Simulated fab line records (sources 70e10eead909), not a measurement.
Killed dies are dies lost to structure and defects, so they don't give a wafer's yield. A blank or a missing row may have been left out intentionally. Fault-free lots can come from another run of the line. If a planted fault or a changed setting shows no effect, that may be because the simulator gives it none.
Which tool did it? || flow nandHarc || Sampling: 7 lots, 21 wafers, 4 of 1302 route steps

== WHAT THE GAUGES SHOWED, per wafer ==
NHARC_A_ONON_D2_THK_MEAS_18: measures by ellipsometry.
{"lot": "L794", "measured": "day 14 23:59", "on": "filmMetro-02", "thkNm (nm)": "1020 1020 1018"}
{"lot": "L799", "measured": "day 17 09:10", "on": "filmMetro-02", "thkNm (nm)": "721 721 721"}
{"lot": "L802", "measured": "day 17 21:46", "on": "filmMetro-02", "thkNm (nm)": "961 960 962"}
{"lot": "L805", "measured": "day 19 08:12", "on": "filmMetro-01", "thkNm (nm)": "1006 1009 1009"}
{"lot": "L808", "measured": "day 20 10:28", "on": "filmMetro-01", "thkNm (nm)": "997 999 999"}
{"lot": "L810", "measured": "day 21 21:25", "on": "filmMetro-02", "thkNm (nm)": "994 995 995"}
{"lot": "L812", "measured": "day 22 05:08", "on": "filmMetro-02", "thkNm (nm)": "999 999 1000"}

== EACH LOT AND THE TOOL THAT RAN IT (in order: tool; ch and the chambers of the sampled wafers; start) ==
{"lot": "L794", "NHARC_A_CHANNEL_FILL_D1_ALD_14": "aldHk-02 ch 0,2,3, day 11 10:52", "NHARC_A_CHANNEL_FILL_D1_ALD_16": "aldHk-01 ch 0,1,3, day 11 16:07", "NHARC_A_ONON_D2_DEP_16": "pecvdOnon-02 ch 0, day 14 23:28"}
{"lot": "L799", "NHARC_A_CHANNEL_FILL_D1_ALD_14": "aldHk-03 ch 0,3, day 13 17:43", "NHARC_A_CHANNEL_FILL_D1_ALD_16": "aldHk-02 ch 0,1,2, day 13 22:59", "NHARC_A_ONON_D2_DEP_16": "pecvdOnon-03 ch 0, day 17 08:43"}
{"lot": "L802", "NHARC_A_CHANNEL_FILL_D1_ALD_14": "aldHk-03 ch 1,2,3, day 14 08:12", "NHARC_A_CHANNEL_FILL_D1_ALD_16": "aldHk-01 ch 2,3, day 14 13:18", "NHARC_A_ONON_D2_DEP_16": "pecvdOnon-02 ch 0, day 17 21:26"}
{"lot": "L805", "NHARC_A_CHANNEL_FILL_D1_ALD_14": "aldHk-03 ch 0,2, day 15 16:38", "NHARC_A_CHANNEL_FILL_D1_ALD_16": "aldHk-03 ch 0,2, day 15 21:47", "NHARC_A_ONON_D2_DEP_16": "pecvdOnon-02 ch 0, day 19 07:41"}
{"lot": "L808", "NHARC_A_CHANNEL_FILL_D1_ALD_14": "aldHk-01 ch 0,3, day 16 19:00", "NHARC_A_CHANNEL_FILL_D1_ALD_16": "aldHk-01 ch 0,1,2, day 17 00:16", "NHARC_A_ONON_D2_DEP_16": "pecvdOnon-01 ch 0, day 20 09:58"}
{"lot": "L810", "NHARC_A_CHANNEL_FILL_D1_ALD_14": "aldHk-02 ch 1,2,3, day 18 03:53", "NHARC_A_CHANNEL_FILL_D1_ALD_16": "aldHk-02 ch 0,2, day 18 10:46", "NHARC_A_ONON_D2_DEP_16": "pecvdOnon-02 ch 0, day 21 20:55"}
{"lot": "L812", "NHARC_A_CHANNEL_FILL_D1_ALD_14": "aldHk-02 ch 1,3, day 18 17:20", "NHARC_A_CHANNEL_FILL_D1_ALD_16": "aldHk-02 ch 0,1,3, day 18 22:30", "NHARC_A_ONON_D2_DEP_16": "pecvdOnon-03 ch 0, day 22 04:37"}
- NHARC_A_CHANNEL_FILL_D1_ALD_14: deposits SiO2, target thk 2.5 nm, pulse time 10 s, ald cycles 25.
- NHARC_A_CHANNEL_FILL_D1_ALD_16: deposits SiO2, target thk 1.5 nm, pulse time 10 s, ald cycles 15.
- NHARC_A_ONON_D2_DEP_16: target thk 1000 nm.

== THE ANSWER, worked out from the rows above alone ==
Rule: what is usual is taken from the lots themselves. The widest of any qualifying gaps counts: lots, ordered by their means at a reading, are off when they make up no more than a third of the lots, leave a main group of 4 or more, and stand apart from it by 3 or more times the standard deviation of that group's means. Not used: any main group whose means are identical at the precision the tables above print for the reading. A lot without any number at a reading at which 4 lots or more have one is off too. Any other lot the step has rows for is counted as sound.
Off: L799 (NHARC_A_ONON_D2_THK_MEAS_18, thkNm). The main group: mean 997 nm, standard deviation 18.
A tool fits if, at a process step before that reading, it ran every lot that is off, and no sound lot after the first of them. The gauges at NHARC_A_ONON_D2_THK_MEAS_18 are tried like those tools. No candidate that was tried fits.

== WHAT THE SIMULATOR HAD PUT IN ==
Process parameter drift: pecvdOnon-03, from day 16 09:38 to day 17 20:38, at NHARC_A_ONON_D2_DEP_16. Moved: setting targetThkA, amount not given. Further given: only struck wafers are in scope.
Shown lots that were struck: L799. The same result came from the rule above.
